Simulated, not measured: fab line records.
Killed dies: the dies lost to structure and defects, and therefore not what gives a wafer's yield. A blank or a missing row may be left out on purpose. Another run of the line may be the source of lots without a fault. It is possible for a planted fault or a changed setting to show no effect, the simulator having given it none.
fab line records -- flow n5-finfet
record lots=6, wafers=18, last-day=16
route steps=1938 shown BEOL_M13@1701 BEOL_M14@1716 PASSIVATION@1936
lots untouched by any fault: they come from a run of this same line in which no faults occurred
start-h: hours from the record's first day to the start of the lot's first wafer shown -- wait-h: hours since the lot's step before -- " as in the row above -- L1.1+2: a single row standing in for several wafers -- - either no value or no given start -- * or withheld: withheld -- < > ~ a bound
route shown NAME@n: names a module that has steps shown in the file, with the first one's number in the route -- usual: the fault-free wafers' mean and standard deviation -- same: alike in all rows -- chamber/n: place in a boat -- sites: per-site readings -- _std_site: the standard deviation of these -- _edge_site: inner sites' mean taken away from outer sites' mean -- radius-mm: for every site, how far away it sits from the centre of the wafer -- mask NAME#n: copy n -- behind: the most recent tool/chamber to have shaped the wafer -- hold: cause of the lot's hold/its duration in hours/its outcome -- device: names the non-switching transistor (n, p or np) -- end of line: the tests these same wafers got at the end of their route -- step lacking rows: just its recipe -- killed: at the first sort, the dies lost to defects and structure; wafer yield is something else -- map: a wafer's dies, marking killed ones x, the rest . and places with no die _
set.NAME: the run value of the setting; set.NAME@STEP: its run value at that earlier step -- model.NAME: the simulator's own value behind a step, which no gauge read
lots seen at some steps along the route; tables by step, rows by wafer
services: the hour from which a tool's chamber was out of use, counted from the record's first day as start-h (under 0 if before that day), plus the number of hours and why
## steps
# step N5_BEOL_M13_PRECLEAN_39
# recipe chemistry=residue-remover, time-s=60, temp-c=40
# step N5_BEOL_M13_SRD_40
# recipe time-s=30, temp-c=23, rinse-liquid=diw, dry=n2-spin, spin-rpm=1500, dry-time-s=30
# step N5_BEOL_M13_DEGAS_41
# recipe ambient=vacuum, temp-c=250, time-s=60
# usual heater-power-w=332/15
lot.wafer,tool,chamber,start-h,wait-h,heater-power-w
L844.1,pvd-sputter-01,-,290.75,0.3,353
L844.4,pvd-sputter-01,-,290.75,0.3,321
L844.5,pvd-sputter-01,-,290.75,0.3,324
L845.2,pvd-sputter-01,-,303.61,0.2,350
L845.3,pvd-sputter-01,-,303.61,0.2,326
L845.6,pvd-sputter-01,-,303.61,0.2,339
L852.1,pvd-sputter-02,-,336.28,0.7,329
L852.4,pvd-sputter-02,-,336.28,0.7,301
L852.6,pvd-sputter-02,-,336.28,0.7,353
L853.2,pvd-sputter-01,-,345.65,0.3,319
L853.4,pvd-sputter-01,-,345.65,0.3,344
L853.6,pvd-sputter-01,-,345.65,0.3,342
L856.1,pvd-sputter-01,-,353.72,0.5,332
L856.3,pvd-sputter-01,-,353.72,0.5,329
L856.5,pvd-sputter-01,-,353.72,0.5,324
L855.1,pvd-sputter-02,-,355.03,1.0,356
L855.2,pvd-sputter-02,-,355.03,1.0,340
L855.4,pvd-sputter-02,-,355.03,1.0,322
# step N5_BEOL_M13_PRE_CLEAN_42
# recipe gas=H2/He, time-s=30, temp-c=250
# usual heater-power-w=331/15
lot.wafer,tool,chamber,start-h,wait-h,heater-power-w
L844.1,pvd-sputter-01,-,290.79,0.0,348
L844.4,pvd-sputter-01,-,290.79,0.0,330
L844.5,pvd-sputter-01,-,290.79,0.0,325
L845.2,pvd-sputter-01,-,303.65,0.0,348
L845.3,pvd-sputter-01,-,303.65,0.0,329
L845.6,pvd-sputter-01,-,303.65,0.0,334
L852.1,pvd-sputter-02,-,336.32,0.0,323
L852.4,pvd-sputter-02,-,336.32,0.0,306
L852.6,pvd-sputter-02,-,336.32,0.0,347
L853.2,pvd-sputter-01,-,345.69,0.0,329
L853.4,pvd-sputter-01,-,345.69,0.0,340
L853.6,pvd-sputter-01,-,345.69,0.0,335
L856.1,pvd-sputter-01,-,353.76,0.0,333
L856.3,pvd-sputter-01,-,353.76,0.0,326
L856.5,pvd-sputter-01,-,353.76,0.0,327
L855.1,pvd-sputter-02,-,355.07,0.0,356
L855.2,pvd-sputter-02,-,355.07,0.0,342
L855.4,pvd-sputter-02,-,355.07,0.0,323
# step N5_BEOL_M13_SPUTTER_43
# recipe material=TaN, target-thk-a=150, temp-c=50, bias-v=168.6, power-w=15000, chamber-pressure-pa=0.12, time-s=24.19
# usual throttle-valve-pct=29.7/0.71
lot.wafer,tool,chamber,start-h,wait-h,throttle-valve-pct
L844.1,pvd-sputter-01,-,290.83,0.0,29.4
L844.4,pvd-sputter-01,-,290.83,0.0,29.0
L844.5,pvd-sputter-01,-,290.83,0.0,29.7
L845.2,pvd-sputter-01,-,303.69,0.0,29.7
L845.3,pvd-sputter-01,-,303.69,0.0,29.3
L845.6,pvd-sputter-01,-,303.69,0.0,29.4
L852.1,pvd-sputter-02,-,336.36,0.0,29.4
L852.4,pvd-sputter-02,-,336.36,0.0,30.1
L852.6,pvd-sputter-02,-,336.36,0.0,28.8
L853.2,pvd-sputter-01,-,345.73,0.0,29.7
L853.4,pvd-sputter-01,-,345.73,0.0,29.6
L853.6,pvd-sputter-01,-,345.73,0.0,29.3
L856.1,pvd-sputter-01,-,353.80,0.0,29.7
L856.3,pvd-sputter-01,-,353.80,0.0,29.0
L856.5,pvd-sputter-01,-,353.80,0.0,29.8
L855.1,pvd-sputter-02,-,355.11,0.0,28.7
L855.2,pvd-sputter-02,-,355.11,0.0,30.6
L855.4,pvd-sputter-02,-,355.11,0.0,29.6
# step N5_BEOL_M13_SPUTTER_44
# recipe material=Ta, target-thk-a=100, temp-c=50, bias-v=80, power-w=15000, chamber-pressure-pa=0.07, time-s=16.13
# step N5_BEOL_M13_SPUTTER_45
# recipe material=Cu, target-thk-a=800, temp-c=-20, bias-v=60, power-w=26000, chamber-pressure-pa=0.13, time-s=13.33
# step N5_BEOL_M13_ECD_47
# recipe material=Cu, target-thk-a=9360
# step N5_BEOL_M13_ANNEAL_48
# recipe temp-c=225, time-s=90, ambient=N2
# usual wafer_temp_C_max=225.96/0.27
lot.wafer,tool,chamber,start-h,wait-h,wafer_temp_C_max
L844.1,rtp-anneal-02,0,291.27,0.1,225.73
L844.4,rtp-anneal-02,0,291.27,0.1,225.83
L844.5,rtp-anneal-02,0,291.27,0.1,226.19
L845.2,rtp-anneal-02,0,304.17,0.2,225.38
L845.3,rtp-anneal-02,0,304.17,0.2,225.88
L845.6,rtp-anneal-02,0,304.17,0.2,225.35
L852.1,rtp-anneal-01,0,336.80,0.1,225.96
L852.4,rtp-anneal-01,0,336.80,0.1,226.01
L852.6,rtp-anneal-01,0,336.80,0.1,225.88
L853.2,rtp-anneal-01,0,346.22,0.2,226.12
L853.4,rtp-anneal-01,0,346.22,0.2,226.88
L853.6,rtp-anneal-01,0,346.22,0.2,226.01
L856.1,rtp-anneal-01,0,354.48,0.4,226.50
L856.3,rtp-anneal-01,0,354.48,0.4,225.94
L856.5,rtp-anneal-01,0,354.48,0.4,226.31
L855.1,rtp-anneal-01,0,355.55,0.1,225.54
L855.2,rtp-anneal-01,0,355.55,0.1,225.68
L855.4,rtp-anneal-01,0,355.55,0.1,225.62
# step N5_BEOL_M13_CMP_49
# recipe stop-on=SiOC, t-overpolish-s=17.1, down-force-psi=1, platen-rpm=50, clearing-platen-down-force-psi=1.5, clearing-platen-rpm=50, post-cmp-clean=cu-alkaline, target-thk-nm=420, clearing-platen-pad-velocity-m-s=0.99484, pad-velocity-m-s=0.99484
# usual barrier-field-endpoint-s=30.3/0.99, motor-current-A=6.1/0.56, overpolish-run-s=17.099/0.0095, pad-life-wafers=906/500
lot.wafer,tool,chamber,start-h,wait-h,barrier-field-endpoint-s,motor-current-A,overpolish-run-s,pad-life-wafers
L844.1,cmp-04,2,291.60,0.3,29.7,6.2,17.093,1219
L844.4,cmp-04,3,291.60,0.3,29.7,5.8,17.096,1220
L844.5,cmp-04,1,291.60,0.3,29.9,5.1,17.078,-
L845.2,cmp-02,1,304.46,0.2,29.5,6.4,17.111,439
L845.3,cmp-02,2,304.46,0.2,30.0,5.3,17.107,440
L845.6,cmp-02,1,304.46,0.2,29.3,6.3,17.095,-
L852.4,cmp-04,1,337.18,0.2,29.8,4.9,17.106,1616
L852.1,cmp-04,2,337.18,0.2,30.7,7.0,17.102,1617
L852.6,cmp-04,0,337.18,0.2,30.9,6.5,17.103,-
L853.2,cmp-02,2,346.51,0.3,31.0,5.5,17.081,810
L853.4,cmp-02,0,346.51,0.3,30.9,5.6,17.091,812
L853.6,cmp-02,2,346.51,0.3,30.2,5.9,17.080,-
L856.1,cmp-04,0,354.87,0.3,29.8,6.6,17.096,1724
L856.3,cmp-04,1,354.87,0.3,28.8,5.0,17.111,1725
L856.5,cmp-04,3,354.87,0.3,29.0,5.4,17.107,-
L855.1,cmp-04,0,355.85,0.3,31.8,6.5,17.106,1734
L855.4,cmp-04,1,355.85,0.3,30.5,5.3,17.111,1735
L855.2,cmp-04,3,355.85,0.3,30.4,5.6,17.107,1737
# step N5_BEOL_M13_THK_MEAS_50
# recipe thk-meas-gauge=xrf, reads=Cu_of_BEOL_M13_ECD_47
# usual M13_THK=430/7.4
lot.wafer,tool,chamber,start-h,wait-h,M13_THK[nm]
L844.1,film-metro-02,-,291.86,-,426
L844.4,film-metro-02,-,291.86,-,432
L844.5,film-metro-02,-,291.86,-,429
L845.2,film-metro-01,-,304.72,-,439
L845.3,film-metro-01,-,304.72,-,439
L845.6,film-metro-01,-,304.72,-,439
L852.1,film-metro-02,-,337.40,-,428
L852.4,film-metro-02,-,337.40,-,425
L852.6,film-metro-02,-,337.40,-,433
L853.2,film-metro-01,-,346.81,-,430
L853.4,film-metro-01,-,346.81,-,433
L853.6,film-metro-01,-,346.81,-,430
L856.1,film-metro-01,-,355.09,-,430
L856.3,film-metro-01,-,355.09,-,437
L856.5,film-metro-01,-,355.09,-,432
L855.1,film-metro-02,-,356.14,-,433
L855.2,film-metro-02,-,356.14,-,426
L855.4,film-metro-02,-,356.14,-,426
# step N5_BEOL_M13_PRE_CLEAN_52
# recipe gas=NH3, time-s=15, temp-c=withheld, rf-power-w=300
# step N5_BEOL_M13_DEP_53
# recipe material=SiCN, target-thk-a=500, temp-c=withheld, precursor=3MS/NH3, pressure-torr=3, rf-w=675, time-s=17.8
# usual showerhead-plenum-p-Torr=4.162/0.025, showerhead-vpp-V=1581/53, throttle-valve-pct=18.3/0.91
lot.wafer,tool,chamber,start-h,wait-h,showerhead-plenum-p-Torr,showerhead-vpp-V,throttle-valve-pct
L844.1,pecvd-02,0,291.92,0.0,4.150,1585,18.8
L844.4,pecvd-02,1,291.92,0.0,4.141,1546,19.1
L844.5,pecvd-02,0,291.92,0.0,4.140,1593,18.6
L845.2,pecvd-02,0,304.78,0.0,4.147,1606,18.8
L845.3,pecvd-02,1,304.78,0.0,4.149,1540,18.9
L845.6,pecvd-02,1,304.78,0.0,4.142,1552,19.5
L852.1,pecvd-02,2,337.46,0.0,4.123,1524,17.0
L852.4,pecvd-02,1,337.46,0.0,4.143,1548,19.6
L852.6,pecvd-02,0,337.46,0.0,4.152,1628,18.6
L853.2,pecvd-02,0,346.87,0.0,4.149,1584,18.9
L853.4,pecvd-02,2,346.87,0.0,4.135,1524,16.9
L853.6,pecvd-02,0,346.87,0.0,4.154,1623,18.6
L856.1,pecvd-01,1,355.15,0.0,4.192,1548,18.1
L856.3,pecvd-01,2,355.15,0.0,4.175,1627,19.4
L856.5,pecvd-01,2,355.15,0.0,4.182,1645,19.3
L855.1,pecvd-04,1,356.21,0.0,4.171,1536,18.7
L855.2,pecvd-04,0,356.21,0.0,4.172,1531,18.2
L855.4,pecvd-04,1,356.21,0.0,4.183,1545,18.8
# step N5_BEOL_M13_RS_MEAS_54
# recipe thk-meas-gauge=four-point-probe, reads=Cu_of_BEOL_M13_ECD_47+Ta_of_BEOL_M13_SPUTTER_44+TaN_of_BEOL_M13_SPUTTER_43
# usual M13_RS=0.0448/0.00072
lot.wafer,tool,chamber,start-h,wait-h,M13_RS[ohm/sq]
L844.1,film-metro-02,-,291.99,0.0,0.0444
L844.4,film-metro-02,-,291.99,0.0,0.0439
L844.5,film-metro-02,-,291.99,0.0,0.0442
L845.2,film-metro-01,-,304.85,0.1,0.0445
L845.3,film-metro-01,-,304.85,0.1,0.0439
L845.6,film-metro-01,-,304.85,0.1,0.0440
L852.1,film-metro-01,-,337.52,0.0,0.0448
L852.4,film-metro-01,-,337.52,0.0,0.0448
L852.6,film-metro-01,-,337.52,0.0,0.0445
L853.2,film-metro-02,-,346.94,0.1,0.0447
L853.4,film-metro-02,-,346.94,0.1,0.0444
L853.6,film-metro-02,-,346.94,0.1,0.0446
L856.1,film-metro-01,-,355.22,0.0,0.0449
L856.3,film-metro-01,-,355.22,0.0,0.0441
L856.5,film-metro-01,-,355.22,0.0,0.0449
L855.1,film-metro-01,-,356.27,0.0,0.0443
L855.2,film-metro-01,-,356.27,0.0,0.0452
L855.4,film-metro-01,-,356.27,0.0,0.0452
# step N5_BEOL_M13_INSPECT_55
# recipe inspect-instrument=darkfield, mode=post-dep
# usual raw-defect-count=74/25
lot.wafer,tool,chamber,start-h,wait-h,raw-defect-count
L844.1,defect-inspect-02,-,292.01,0.0,157
L844.4,defect-inspect-02,-,292.01,0.0,127
L844.5,defect-inspect-02,-,292.01,0.0,97
L845.2,defect-inspect-01,-,304.88,0.0,42
L845.3,defect-inspect-01,-,304.88,0.0,88
L845.6,defect-inspect-01,-,304.88,0.0,67
L852.1,defect-inspect-02,-,337.55,0.0,713
L852.4,defect-inspect-02,-,337.55,0.0,69
L852.6,defect-inspect-02,-,337.55,0.0,96
L853.2,defect-inspect-02,-,346.96,0.0,58
L853.4,defect-inspect-02,-,346.96,0.0,721
L853.6,defect-inspect-02,-,346.96,0.0,40
L856.1,defect-inspect-02,-,355.24,0.0,72
L856.3,defect-inspect-02,-,355.24,0.0,64
L856.5,defect-inspect-02,-,355.24,0.0,70
L855.1,defect-inspect-02,-,356.30,0.0,132
L855.2,defect-inspect-02,-,356.30,0.0,97
L855.4,defect-inspect-02,-,356.30,0.0,80
# step N5_BEOL_M14_ILD_DEP_00
# recipe material=SiO2, target-thk-a=11193, temp-c=400, precursor=TEOS/O2, pressure-torr=6.5, rf-w=900, teos-flow-sccm=161.4, gas=O2, flow-sccm=2650, time-s=237.4
# step N5_PASSIVATION_PROBE_49
# usual defect-limited-yield=91.4/1.4, killed_at_M0_to_M3=34/8.9, killed_at_M4_up=13/4.6, killed-at-contacts=12/5.5, killed-at-front-end=41/11, killed-at-other=3.1/2.9, killed-dies=102/16, killed-on-rim=13/4.2, killed-open=66/11, killed-short=34/7.6, sort_bin_4_leakage=0.01/0.14, sort_bin_5_function=5.1/0.89, sort_bin_6_memory=3.2/0.61, sort-n-pass=1078/16, sort-yield-pct=91.3/1.4
# same gross-dies=1180, killed-at-back-side=0, sort_bin_8_speed[%]=0
lot.wafer,tool,chamber,start-h,wait-h,defect-limited-yield[%],killed_at_M0_to_M3,killed_at_M4_up,killed-at-contacts,killed-at-front-end,killed-at-other,killed-dies,killed-on-rim,killed-open,killed-short,sort_bin_4_leakage[%],sort_bin_5_function[%],sort_bin_6_memory[%],sort-n-pass,sort-yield-pct[%]
L844.1,prober-01,-,314.11,0.0,89.7,45,21,16,35,5,122,18,79,42,0,6.4,3.5,1058,89.7
L844.4,prober-01,-,314.26,0.2,88.2,31,11,28,63,6,139,25,96,35,0,7.4,3.6,1041,88.2
L844.5,prober-01,-,314.31,0.2,90.2,37,9,24,44,2,116,12,82,33,0,6.0,3.3,1064,90.2
L845.2,prober-02,-,332.74,0.1,90.7,44,14,5,39,8,110,16,79,30,0.25,5.8,3.4,1067,90.4
L845.3,prober-02,-,332.79,0.1,90.7,34,10,14,49,3,110,12,72,37,0,5.8,3.4,1070,90.7
L845.6,prober-02,-,332.94,0.3,91.0,41,10,6,41,8,106,12,69,37,0,6.3,2.5,1074,91.0
L852.1,prober-02,-,362.46,0.0,85.2,22,119,5,27,2,175,26,40,31,0,8.9,3.7,1005,85.2
L852.4,prober-02,-,362.61,0.2,92.4,27,12,15,35,1,90,12,57,30,0,5.3,2.2,1090,92.4
L852.6,prober-02,-,362.71,0.3,90.5,36,17,10,48,1,112,19,68,33,0,5.2,3.1,1068,90.5
L853.2,prober-01,-,374.14,0.1,90.7,31,13,9,56,1,110,9,64,38,0,5.9,2.5,1070,90.7
L853.4,prober-01,-,374.24,0.2,83.3,31,109,7,46,4,197,31,69,27,0,10.0,4.1,983,83.3
L853.6,prober-01,-,374.34,0.3,89.1,48,16,22,43,0,129,13,82,46,0,7.6,3.2,1051,89.1
L856.1,prober-01,-,380.91,0.0,94.2,19,11,7,30,1,68,12,49,19,0,3.7,1.9,1112,94.2
L856.3,prober-01,-,381.01,0.1,90.3,26,13,15,59,1,114,11,74,35,0,5.3,3.4,1066,90.3
L856.5,prober-01,-,381.11,0.2,92.2,21,10,10,46,5,92,10,59,31,0,4.2,3.0,1088,92.2
L855.1,prober-02,-,384.72,0.0,90.2,39,21,16,38,2,116,13,80,36,0,5.0,4.3,1064,90.2
L855.2,prober-02,-,384.77,0.1,90.8,30,23,8,39,9,109,18,72,34,0,5.3,3.4,1071,90.8
L855.4,prober-02,-,384.87,0.2,90.2,58,11,11,32,4,116,13,77,39,0,5.9,3.6,1064,90.2
# killed by level:class
L844.1 MOL_CONTACT_COAG:geometric-particle:open=15 BEOL_M2:geometric-particle:open=11 BEOL_M3:geometric-particle:open=9 BEOL_M0_SAQP:geometric-particle:short=8 STI_FIN_REVEAL:geometric-particle:open=7 BEOL_M0_SAQP:geometric-particle:open=7 STI_FIN_REVEAL:geometric-particle:short=5 BEOL_M4:geometric-particle:open=4
L844.4 MOL_CONTACT_COAG:geometric-particle:open=19 DUMMY_GATE:geometric-particle:open=14 STI_FIN_REVEAL:geometric-particle:open=12 BEOL_M3:geometric-particle:open=10 FIN_SAQP:geometric-particle:open=9 MOL_CONTACT_COAG:geometric-particle:short=9 FIN_SAQP:geometric-particle:short=7 BEOL_M2:geometric-particle:open=7
L844.5 MOL_CONTACT_COAG:geometric-particle:open=19 STI_FIN_REVEAL:geometric-particle:open=12 BEOL_M1:geometric-particle:open=11 BEOL_M3:geometric-particle:open=9 FIN_SAQP:geometric-particle:short=6 DUMMY_GATE:geometric-particle:open=6 GATE_CUT:geometric-particle:short=5 MOL_CONTACT_COAG:geometric-particle:short=5
L845.2 BEOL_M3:geometric-particle:open=15 FIN_SAQP:geometric-particle:open=13 STI_FIN_REVEAL:geometric-particle:open=9 BEOL_M3:geometric-particle:short=8 BEOL_M1:geometric-particle:open=6 BEOL_M4:geometric-particle:open=6 BEOL_M0_SAQP:geometric-particle:short=5 BEOL_M2:geometric-particle:open=5
L845.3 FIN_SAQP:geometric-particle:open=17 MOL_CONTACT_COAG:geometric-particle:open=10 FIN_SAQP:geometric-particle:short=9 STI_FIN_REVEAL:geometric-particle:open=9 BEOL_M1:geometric-particle:open=9 BEOL_M3:geometric-particle:open=8 BEOL_M0_SAQP:geometric-particle:open=6 BEOL_M4:geometric-particle:open=5
L845.6 STI_FIN_REVEAL:geometric-particle:open=13 BEOL_M3:geometric-particle:open=10 BEOL_M0_SAQP:geometric-particle:short=8 BEOL_M1:geometric-particle:open=7 BEOL_M4:geometric-particle:open=6 FIN_SAQP:geometric-particle:open=5 MOL_CONTACT_COAG:geometric-particle:open=5 BEOL_M0_SAQP:geometric-particle:open=5
L852.1 BEOL_M13:unspecified=103 BEOL_M0_SAQP:geometric-particle:open=13 FIN_SAQP:geometric-particle:short=7 BEOL_M0_SAQP:geometric-particle:short=6 BEOL_M4:geometric-particle:open=6 MOL_CONTACT_COAG:geometric-particle:open=5 STI_FIN_REVEAL:geometric-particle:open=4 GATE_CUT:geometric-particle:short=4
L852.4 GATE_CUT:geometric-particle:short=12 MOL_CONTACT_COAG:geometric-particle:open=10 BEOL_M3:geometric-particle:open=9 BEOL_M4:geometric-particle:open=7 BEOL_M1:geometric-particle:open=6 BEOL_M0_SAQP:geometric-particle:short=5 FIN_CUT:geometric-particle:open=4 FIN_SAQP:geometric-particle:open=3
L852.6 HKMG_FIN:area-etch=10 BEOL_M4:geometric-particle:open=9 BEOL_M3:geometric-particle:open=9 STI_FIN_REVEAL:geometric-particle:open=8 BEOL_M0_SAQP:geometric-particle:short=8 FIN_SAQP:geometric-particle:open=7 DUMMY_GATE:geometric-particle:open=7 MOL_CONTACT_COAG:geometric-particle:open=7
L853.2 FIN_SAQP:geometric-particle:open=20 FIN_SAQP:geometric-particle:short=9 BEOL_M3:geometric-particle:open=7 HKMG_FIN:area-etch=7 MOL_CONTACT_COAG:geometric-particle:open=6 BEOL_M0_SAQP:geometric-particle:open=6 GATE_CUT:geometric-particle:short=5 BEOL_M2:geometric-particle:short=5
L853.4 BEOL_M13:unspecified=99 BEOL_M0_SAQP:geometric-particle:open=15 FIN_SAQP:geometric-particle:open=12 STI_FIN_REVEAL:geometric-particle:open=7 BEOL_M0_SAQP:geometric-particle:short=7 FIN_SAQP:geometric-particle:short=6 MOL_CONTACT_COAG:geometric-particle:open=6 BEOL_M4:geometric-particle:open=5
L853.6 MOL_CONTACT_COAG:geometric-particle:open=17 BEOL_M0_SAQP:geometric-particle:open=16 FIN_SAQP:geometric-particle:short=11 FIN_SAQP:geometric-particle:open=11 BEOL_M1:geometric-particle:open=10 BEOL_M0_SAQP:geometric-particle:short=7 MOL_CONTACT_COAG:geometric-particle:short=5 BEOL_M3:geometric-particle:open=5
L856.1 DUMMY_GATE:geometric-particle:open=8 MOL_CONTACT_COAG:geometric-particle:open=7 GATE_CUT:geometric-particle:short=7 BEOL_M0_SAQP:geometric-particle:open=5 BEOL_M2:geometric-particle:open=5 GATE_CUT:geometric-particle:open=4 STI_FIN_REVEAL:geometric-particle:open=3 BEOL_M3:geometric-particle:open=3
L856.3 STI_FIN_REVEAL:geometric-particle:open=23 MOL_CONTACT_COAG:geometric-particle:open=10 DUMMY_GATE:geometric-particle:open=8 BEOL_M0_SAQP:geometric-particle:short=7 STI_FIN_REVEAL:geometric-particle:short=6 MOL_CONTACT_COAG:geometric-particle:short=5 BEOL_M0_SAQP:geometric-particle:open=5 HKMG_FIN:area-etch=5
L856.5 STI_FIN_REVEAL:geometric-particle:open=15 STI_FIN_REVEAL:geometric-particle:short=11 MOL_CONTACT_COAG:geometric-particle:open=8 BEOL_M0_SAQP:geometric-particle:open=8 BEOL_M0_SAQP:geometric-particle:short=5 DUMMY_GATE:geometric-particle:open=5 PASS1_DEP:geometric-particle:open=4 STARTING-WAFER:geometric-particle:open=4
L855.1 MOL_CONTACT_COAG:geometric-particle:open=11 BEOL_M3:geometric-particle:open=9 BEOL_M4:geometric-particle:open=9 BEOL_M0_SAQP:geometric-particle:short=7 BEOL_M1:geometric-particle:open=7 BEOL_M2:geometric-particle:open=7 FIN_SAQP:geometric-particle:short=6 STI_FIN_REVEAL:geometric-particle:open=6
L855.2 FIN_SAQP:geometric-particle:open=12 BEOL_M3:geometric-particle:open=8 BEOL_M4:geometric-particle:open=8 BEOL_M0_SAQP:geometric-particle:open=7 BEOL_M2:geometric-particle:open=7 MOL_CONTACT_COAG:geometric-particle:open=6 GATE_CUT:geometric-particle:short=5 DUMMY_GATE:geometric-particle:open=4
L855.4 BEOL_M0_SAQP:geometric-particle:short=13 BEOL_M1:geometric-particle:open=12 MOL_CONTACT_COAG:geometric-particle:open=10 BEOL_M3:geometric-particle:open=10 FIN_SAQP:geometric-particle:open=9 BEOL_M0_SAQP:geometric-particle:open=9 FIN_SAQP:geometric-particle:short=7 BEOL_M2:geometric-particle:open=7
# map L852.1 (x killed, . not)
_________________xx..........________________
______________xxxxx..x.........._____________
___________xxxxxxxxxx.x..x.x.......__________
__________xxxxxxxxx..x.....x......x._________
________xxxxxxxxxxxxxx..x............._______
_______xxxxxxxxxxxx.x..x...............______
______xxxxxxxxxxxxxxx.........x........._____
_____..xxxxxxxxxx.x...x......x...........____
____.xxxxxxxxxxxxxx..........x............___
___..x...x.xxxxx.x.x...........x...........__
___......x..xx.............................__
__..x.........x.............x..............._
__..xxx..........x.........x....xx.........._
_...................................x...x....
_x.............x....................x........
_.......................x....................
_......x.....................................
_..............................x.............
_............xx..x...............xx....x.....
_..x..........x.....x..................x....x
_..x................x.......................x
__............x............................._
__.........x.....................x.........._
___..x..............x.........x....x....x..__
___.............................x..........__
____....................x........x.....x..___
_____x...x....x..........................____
______......................x.x.x......._____
_______....................x...........______
________........................x..x.._______
__________...x.x...................._________
___________........................__________
______________......x..........._____________
_________________............________________
# map L853.4 (x killed, . not)
_________________x...........________________
______________xxxx.x............_____________
___________xxxxxx.x.x..............__________
__________xxxxxxxxxx................_________
________xxxxxxxxxxx.x..x.......xx.x..._______
_______xxxxxxxxxxxx.x...x....x.........______
______.xxxxxxxxxxxxx............x.x.xx.._____
_____..xxxxxxxxxxxx.....................x____
____.xxxxxxxxxxxxx...x..x...x.........x...___
___....xxx.xxxxxx.x...x......x.............__
___..x......x.x............................__
__.....xx......x..x..x..........x......x...._
__..xx........x..........................x.._
_................x..x.....x....x.............
_x..........................x....x....x......
_......x......xx...............x....x....x...
_........x....xx.............................
_..x...............x....................x....
_....x..x....................x....x....x...xx
_.x.......x..x..x..........x................x
_..........x.............................x.x.
__.x...................x....x........xx....._
__...........x.....................x.......x_
___...............................x......x.__
___........................................__
____........x...........xx................___
_____....x.......................x.....x.____
______xx.....x.....x.....xx..x........x._____
_______......x........x..........x.....______
________.......................x......_______
__________.........................._________
___________..xx...........x........__________
______________..........x......._____________
_________________...x........________________
## services
tool,chamber,start-h,hours,kind
pecvd-01,-,271.15,6.0,pm
cmp-02,-,277.85,2.9,repair
pecvd-02,0,281.59,5.5,scheduled-down
cmp-04,-,285.28,2.5,repair
rtp-anneal-02,-,285.43,1.1,pm
cmp-02,-,290.07,2.5,repair
pecvd-04,-,307.90,2.5,repair
cmp-02,-,321.75,4.9,repair
rtp-anneal-02,-,337.94,7.2,pm
pecvd-02,2,337.95,5.5,scheduled-down
cmp-04,-,346.21,3.6,pm
pecvd-02,-,348.21,5.5,pm
## key
first-sign step=N5_BEOL_M13_INSPECT_55, reading=raw-defect-count, direction=up, sigmas=26, usual=74, struck=717
effect step=N5_PASSIVATION_PROBE_49, reading=killed_at_M4_up, direction=up, sigmas=22, usual=13, struck=114
more-kills-born-at N5_BEOL_M13_DEP_53@pecvd-02=202
met-at N5_BEOL_M13_DEP_53
struck-wafers L852.1,L853.4
baseline-loss step=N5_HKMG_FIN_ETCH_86, wafers=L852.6
fault kind=chamber-particle-source, tool=pecvd-02, chamber=2, onset-h=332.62, steps=N5_BEOL_M13_DEP_53, rate-per-visit-cm2=0.97636, end-h=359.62
# baseline-loss: these wafers lose ten dies or more at that step, a loss of the line's own and not of a fault; the sort's usual values leave them out
